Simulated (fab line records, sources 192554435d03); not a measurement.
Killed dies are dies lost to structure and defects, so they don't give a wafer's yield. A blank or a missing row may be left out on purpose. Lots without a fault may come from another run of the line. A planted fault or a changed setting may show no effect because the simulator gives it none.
Which tool did it? | flow n5_finfet | 12 lots, 36 wafers sampled, at 2 steps of a route of 1938

WHAT THE GAUGES READ, wafer by wafer
N5_BEOL_M12_THK_MEAS_50: measures by xrf.
lot  | measured     | on            | M12_THK (nm)
L075 | day 10 18:25 | film_metro-02 | 318 317 307
L077 | day 11 09:02 | film_metro-02 | 320 313 318
L079 | day 11 14:04 | film_metro-01 | 329 325 326
L081 | day 12 05:34 | film_metro-02 | 325 320 328
L082 | day 12 13:44 | film_metro-01 | 321 321 319
L085 | day 13 13:24 | film_metro-01 | 324 324 322
L088 | day 14 04:04 | film_metro-02 | 322 322 323
L086 | day 14 07:13 | film_metro-01 | 312 314 312
L091 | day 15 10:42 | film_metro-01 | 320 318 317
L092 | day 15 16:50 | film_metro-01 | 318 323 310
L094 | day 15 22:50 | film_metro-02 | 318 310 311
L097 | day 16 12:37 | film_metro-02 | 307 317 310

WHICH TOOL RAN EACH LOT (tool, then ch and the chambers of the sampled wafers, then the start)
lot  | N5_BEOL_M12_SPUTTER_44
L075 | pvd_sputter-03, day 10 17:01
L077 | pvd_sputter-03, day 11 08:07
L079 | pvd_sputter-03, day 11 13:08
L081 | pvd_sputter-01, day 12 04:38
L082 | pvd_sputter-03, day 12 12:48
L085 | pvd_sputter-03, day 13 12:28
L088 | pvd_sputter-03, day 14 03:08
L086 | pvd_sputter-01, day 14 06:08
L091 | pvd_sputter-01, day 15 09:46
L092 | pvd_sputter-03, day 15 15:53
L094 | pvd_sputter-01, day 15 21:54
L097 | pvd_sputter-02, day 16 11:41
- N5_BEOL_M12_SPUTTER_44: material Ta, target thk 10 nm, time 16.13 s.

THE ANSWER, worked out from the rows above alone
Rule: what is usual is taken from the lots themselves. Put in order of their means at a reading, lots are off if they are a third of the lots or fewer, leave a main group of 4 or more, and stand apart from it by a gap of 3 or more times the standard deviation of the main group's means; of several such gaps the widest counts. A main group whose means are all the same, to the digits that the tables above print for the reading, isn't used. A lot without any number at a reading at which 4 lots or more have one is off too. The other lots that the step has rows for count as sound.
No lot is off at any reading shown: from this, nothing can be told.

WHAT THE SIMULATOR HAD PUT IN
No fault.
